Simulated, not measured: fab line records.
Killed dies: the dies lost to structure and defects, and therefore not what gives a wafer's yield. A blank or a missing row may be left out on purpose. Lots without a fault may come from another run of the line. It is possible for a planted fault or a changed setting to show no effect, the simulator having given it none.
Which of the tools did it? / flow n5_finfet / 14 lots, 42 wafers sampled, at 4 steps of a route of 1938

## WHAT THE GAUGES SHOWED, per wafer
N5_BEOL_M4_OVL_MEAS_12. Usual: M4_OVL typically reads 0.1 nm, with standard deviation 0.7.
lot=L785; measured=day 7 22:23; on=overlay-02; M4_OVL (nm)=-0.2 -0.2 0.2; flag=
lot=L784; measured=day 7 22:40; on=overlay-01; M4_OVL (nm)=-0.8 -1.2 0.0; flag=
lot=L787; measured=day 8 10:25; on=overlay-01; M4_OVL (nm)=0.9 0.5 0.2; flag=
lot=L789; measured=day 8 21:32; on=overlay-01; M4_OVL (nm)=-0.2 1.4 1.0; flag=
lot=L790; measured=day 9 01:36; on=overlay-02; M4_OVL (nm)=-0.9 -1.6 0.3; flag=
lot=L791; measured=day 9 01:50; on=overlay-02; M4_OVL (nm)=0.4 -0.4 0.3; flag=
lot=L792; measured=day 9 13:08; on=overlay-01; M4_OVL (nm)=-0.4 -0.5 -0.4; flag=
lot=L799; measured=day 11 08:35; on=overlay-02; M4_OVL (nm)=0.4 0.7 0.2; flag=
lot=L800; measured=day 11 08:55; on=overlay-01; M4_OVL (nm)=- - -; flag=OFF
lot=L801; measured=day 11 15:17; on=overlay-02; M4_OVL (nm)=- - -; flag=OFF
lot=L803; measured=day 12 15:19; on=overlay-02; M4_OVL (nm)=0.3 0.9 0.5; flag=
lot=L804; measured=day 13 00:30; on=overlay-01; M4_OVL (nm)=-0.2 -0.3 1.1; flag=
lot=L806; measured=day 13 01:58; on=overlay-01; M4_OVL (nm)=-1.0 -0.6 -1.2; flag=
lot=L805; measured=day 13 08:42; on=overlay-01; M4_OVL (nm)=0.8 0.0 -0.2; flag=

## TOOL THAT RAN EACH LOT (tool first, then ch and the chambers of the sampled wafers, then the start)
lot=L785; N5_BEOL_M4_ILD_DEP_00=pecvd-04 ch 0,2, day 7 20:39; N5_BEOL_M4_HM_DEP_02=pvd_sputter-02, day 7 21:58; N5_BEOL_M4_DEVELOP_10=litho_track-02 ch 0, day 7 22:18
lot=L784; N5_BEOL_M4_ILD_DEP_00=pecvd-02 ch 0,2, day 7 20:55; N5_BEOL_M4_HM_DEP_02=pvd_sputter-01, day 7 22:07; N5_BEOL_M4_DEVELOP_10=litho_track-02 ch 0, day 7 22:34
lot=L787; N5_BEOL_M4_ILD_DEP_00=pecvd-02 ch 0,1, day 8 09:36; N5_BEOL_M4_HM_DEP_02=pvd_sputter-03, day 8 09:59; N5_BEOL_M4_DEVELOP_10=litho_track-04 ch 0, day 8 10:20
lot=L789; N5_BEOL_M4_ILD_DEP_00=pecvd-04 ch 0,1, day 8 20:50; N5_BEOL_M4_HM_DEP_02=pvd_sputter-02, day 8 20:59; N5_BEOL_M4_DEVELOP_10=litho_track-04 ch 0, day 8 21:27
lot=L790; N5_BEOL_M4_ILD_DEP_00=pecvd-03 ch 0,2, day 9 00:16; N5_BEOL_M4_HM_DEP_02=pvd_sputter-01, day 9 01:10; N5_BEOL_M4_DEVELOP_10=litho_track-05 ch 0, day 9 01:31
lot=L791; N5_BEOL_M4_ILD_DEP_00=pecvd-04 ch 0,2, day 9 00:45; N5_BEOL_M4_HM_DEP_02=pvd_sputter-01, day 9 01:16; N5_BEOL_M4_DEVELOP_10=litho_track-04 ch 0, day 9 01:45
lot=L792; N5_BEOL_M4_ILD_DEP_00=pecvd-02 ch 0,1,2, day 9 11:59; N5_BEOL_M4_HM_DEP_02=pvd_sputter-03, day 9 12:35; N5_BEOL_M4_DEVELOP_10=litho_track-04 ch 0, day 9 13:02
lot=L799; N5_BEOL_M4_ILD_DEP_00=pecvd-03 ch 0,1,2, day 11 07:40; N5_BEOL_M4_HM_DEP_02=pvd_sputter-01, day 11 08:01; N5_BEOL_M4_DEVELOP_10=litho_track-02 ch 0, day 11 08:29
lot=L800; N5_BEOL_M4_ILD_DEP_00=pecvd-03 ch 1,2, day 11 08:13; N5_BEOL_M4_HM_DEP_02=pvd_sputter-03, day 11 08:29; N5_BEOL_M4_DEVELOP_10=litho_track-04, day 11 08:50
lot=L801; N5_BEOL_M4_ILD_DEP_00=pecvd-04 ch 0,1,2, day 11 14:02; N5_BEOL_M4_HM_DEP_02=pvd_sputter-02, day 11 14:51; N5_BEOL_M4_DEVELOP_10=litho_track-05, day 11 15:11
lot=L803; N5_BEOL_M4_ILD_DEP_00=pecvd-03 ch 0,1, day 12 13:56; N5_BEOL_M4_HM_DEP_02=pvd_sputter-02, day 12 14:52; N5_BEOL_M4_DEVELOP_10=litho_track-04 ch 0, day 12 15:13
lot=L804; N5_BEOL_M4_ILD_DEP_00=pecvd-04 ch 0,2, day 12 21:14; N5_BEOL_M4_HM_DEP_02=pvd_sputter-03, day 13 00:04; N5_BEOL_M4_DEVELOP_10=litho_track-04 ch 0, day 13 00:25
lot=L806; N5_BEOL_M4_ILD_DEP_00=pecvd-04 ch 0,1, day 13 01:10; N5_BEOL_M4_HM_DEP_02=pvd_sputter-03, day 13 01:32; N5_BEOL_M4_DEVELOP_10=litho_track-04 ch 0, day 13 01:52
lot=L805; N5_BEOL_M4_ILD_DEP_00=pecvd-04 ch 0,1, day 13 05:44; N5_BEOL_M4_HM_DEP_02=pvd_sputter-02, day 13 08:16; N5_BEOL_M4_DEVELOP_10=litho_track-02 ch 0, day 13 08:37
- N5_BEOL_M4_ILD_DEP_00: deposits SiOC from DEMS/O2, target thk 79 nm, time 15.3 s.
- N5_BEOL_M4_HM_DEP_02: deposits TiN, target thk 20 nm.
- N5_BEOL_M4_DEVELOP_10: develop time 30 s.

## AS READ BY THE TOOLS THEMSELVES (means over the sampled wafers that have a number; for cases with no such wafer, the mark the record gives instead)
N5_BEOL_M4_ILD_DEP_00. Usual: heater_power_w 461 W, standard deviation 61; showerhead_plenum_p_Torr 5.693 Torr, standard deviation 0.011; throttle_valve_pct 12.3 %, standard deviation 0.62.
lot=L785; tool=pecvd-04; heater_power_w (W)=431; showerhead_plenum_p_Torr (Torr)=5.685; throttle_valve_pct (%)=12.0; flag=
lot=L784; tool=pecvd-02; heater_power_w (W)=527; showerhead_plenum_p_Torr (Torr)=5.686; throttle_valve_pct (%)=12.7; flag=
lot=L787; tool=pecvd-02; heater_power_w (W)=503; showerhead_plenum_p_Torr (Torr)=5.685; throttle_valve_pct (%)=12.7; flag=
lot=L789; tool=pecvd-04; heater_power_w (W)=463; showerhead_plenum_p_Torr (Torr)=5.697; throttle_valve_pct (%)=13.1; flag=
lot=L790; tool=pecvd-03; heater_power_w (W)=453; showerhead_plenum_p_Torr (Torr)=5.704; throttle_valve_pct (%)=11.8; flag=
lot=L791; tool=pecvd-04; heater_power_w (W)=439; showerhead_plenum_p_Torr (Torr)=5.693; throttle_valve_pct (%)=12.2; flag=
lot=L792; tool=pecvd-02; heater_power_w (W)=523; showerhead_plenum_p_Torr (Torr)=5.689; throttle_valve_pct (%)=12.3; flag=
lot=L799; tool=pecvd-03; heater_power_w (W)=428; showerhead_plenum_p_Torr (Torr)=5.694; throttle_valve_pct (%)=11.9; flag=
lot=L800; tool=pecvd-03; heater_power_w (W)=413; showerhead_plenum_p_Torr (Torr)=5.699; throttle_valve_pct (%)=11.8; flag=
lot=L801; tool=pecvd-04; heater_power_w (W)=460; showerhead_plenum_p_Torr (Torr)=5.682; throttle_valve_pct (%)=12.4; flag=
lot=L803; tool=pecvd-03; heater_power_w (W)=486; showerhead_plenum_p_Torr (Torr)=5.704; throttle_valve_pct (%)=12.2; flag=
lot=L804; tool=pecvd-04; heater_power_w (W)=410; showerhead_plenum_p_Torr (Torr)=5.678; throttle_valve_pct (%)=11.8; flag=
lot=L806; tool=pecvd-04; heater_power_w (W)=429; showerhead_plenum_p_Torr (Torr)=5.691; throttle_valve_pct (%)=13.0; flag=
lot=L805; tool=pecvd-04; heater_power_w (W)=464; showerhead_plenum_p_Torr (Torr)=5.688; throttle_valve_pct (%)=12.8; flag=

N5_BEOL_M4_HM_DEP_02. Usual: substrate_temp_c 25.01 C, standard deviation 0.096; throttle_valve_pct 29.6 %, standard deviation 0.98.
lot=L785; tool=pvd_sputter-02; substrate_temp_c (C)=24.92; throttle_valve_pct (%)=29.1; flag=
lot=L784; tool=pvd_sputter-01; substrate_temp_c (C)=25.01; throttle_valve_pct (%)=29.5; flag=
lot=L787; tool=pvd_sputter-03; substrate_temp_c (C)=24.97; throttle_valve_pct (%)=30.0; flag=
lot=L789; tool=pvd_sputter-02; substrate_temp_c (C)=25.05; throttle_valve_pct (%)=29.8; flag=
lot=L790; tool=pvd_sputter-01; substrate_temp_c (C)=24.96; throttle_valve_pct (%)=29.2; flag=
lot=L791; tool=pvd_sputter-01; substrate_temp_c (C)=25.04; throttle_valve_pct (%)=29.8; flag=
lot=L792; tool=pvd_sputter-03; substrate_temp_c (C)=25.08; throttle_valve_pct (%)=28.6; flag=
lot=L799; tool=pvd_sputter-01; substrate_temp_c (C)=25.04; throttle_valve_pct (%)=29.2; flag=
lot=L800; tool=pvd_sputter-03; substrate_temp_c (C)=24.97; throttle_valve_pct (%)=29.9; flag=
lot=L801; tool=pvd_sputter-02; substrate_temp_c (C)=25.11; throttle_valve_pct (%)=29.9; flag=
lot=L803; tool=pvd_sputter-02; substrate_temp_c (C)=25.04; throttle_valve_pct (%)=29.3; flag=
lot=L804; tool=pvd_sputter-03; substrate_temp_c (C)=25.05; throttle_valve_pct (%)=30.0; flag=
lot=L806; tool=pvd_sputter-03; substrate_temp_c (C)=25.07; throttle_valve_pct (%)=29.3; flag=
lot=L805; tool=pvd_sputter-02; substrate_temp_c (C)=24.99; throttle_valve_pct (%)=29.4; flag=

N5_BEOL_M4_DEVELOP_10. Usual: chill_plate_temp_C 23.01 C, standard deviation 0.11; developer_temp_C 22.99 C, standard deviation 0.1.
lot=L785; tool=litho_track-02; chill_plate_temp_C (C)=22.93; developer_temp_C (C)=23.11; flag=
lot=L784; tool=litho_track-02; chill_plate_temp_C (C)=23.05; developer_temp_C (C)=22.92; flag=
lot=L787; tool=litho_track-04; chill_plate_temp_C (C)=22.86; developer_temp_C (C)=23.12; flag=
lot=L789; tool=litho_track-04; chill_plate_temp_C (C)=22.99; developer_temp_C (C)=22.97; flag=
lot=L790; tool=litho_track-05; chill_plate_temp_C (C)=22.91; developer_temp_C (C)=22.96; flag=
lot=L791; tool=litho_track-04; chill_plate_temp_C (C)=23.13; developer_temp_C (C)=22.87; flag=
lot=L792; tool=litho_track-04; chill_plate_temp_C (C)=23.06; developer_temp_C (C)=22.97; flag=
lot=L799; tool=litho_track-02; chill_plate_temp_C (C)=22.97; developer_temp_C (C)=22.93; flag=
lot=L800; tool=litho_track-04; chill_plate_temp_C (C)=-; developer_temp_C (C)=-; flag=OFF
lot=L801; tool=litho_track-05; chill_plate_temp_C (C)=-; developer_temp_C (C)=-; flag=OFF
lot=L803; tool=litho_track-04; chill_plate_temp_C (C)=23.06; developer_temp_C (C)=23.00; flag=
lot=L804; tool=litho_track-04; chill_plate_temp_C (C)=23.04; developer_temp_C (C)=23.11; flag=
lot=L806; tool=litho_track-04; chill_plate_temp_C (C)=23.16; developer_temp_C (C)=23.01; flag=
lot=L805; tool=litho_track-02; chill_plate_temp_C (C)=22.87; developer_temp_C (C)=23.01; flag=

## THE ANSWER, worked out from the rows above alone
Rule: a lot is off if the mean of its wafers that have a number lies more than 3 standard deviations from the usual mean. A lot without any number at a reading at which 4 lots or more have one is off too. Any other lot the step has rows for is counted as sound. First the gauges in route order, then the tools' own readings, where a lot's mean is used as printed above. The first step at which some lot is off is used, and at that step the reading that is off furthest; a lot without a number counts as furthest.
Off: L800, L801, at N5_BEOL_M4_OVL_MEAS_12 (M4_OVL). Without a number there: L800, L801.
A tool fits if, at a process step before that reading, it ran every lot that is off, and no sound lot after the first of them. Not tried: the gauges at N5_BEOL_M4_OVL_MEAS_12; whatever is off there is also off at N5_BEOL_M4_DEVELOP_10, on other tools, and gauge error can't account for it. Not one of the candidates tried fits.

## WHAT WAS PUT IN BY THE SIMULATOR
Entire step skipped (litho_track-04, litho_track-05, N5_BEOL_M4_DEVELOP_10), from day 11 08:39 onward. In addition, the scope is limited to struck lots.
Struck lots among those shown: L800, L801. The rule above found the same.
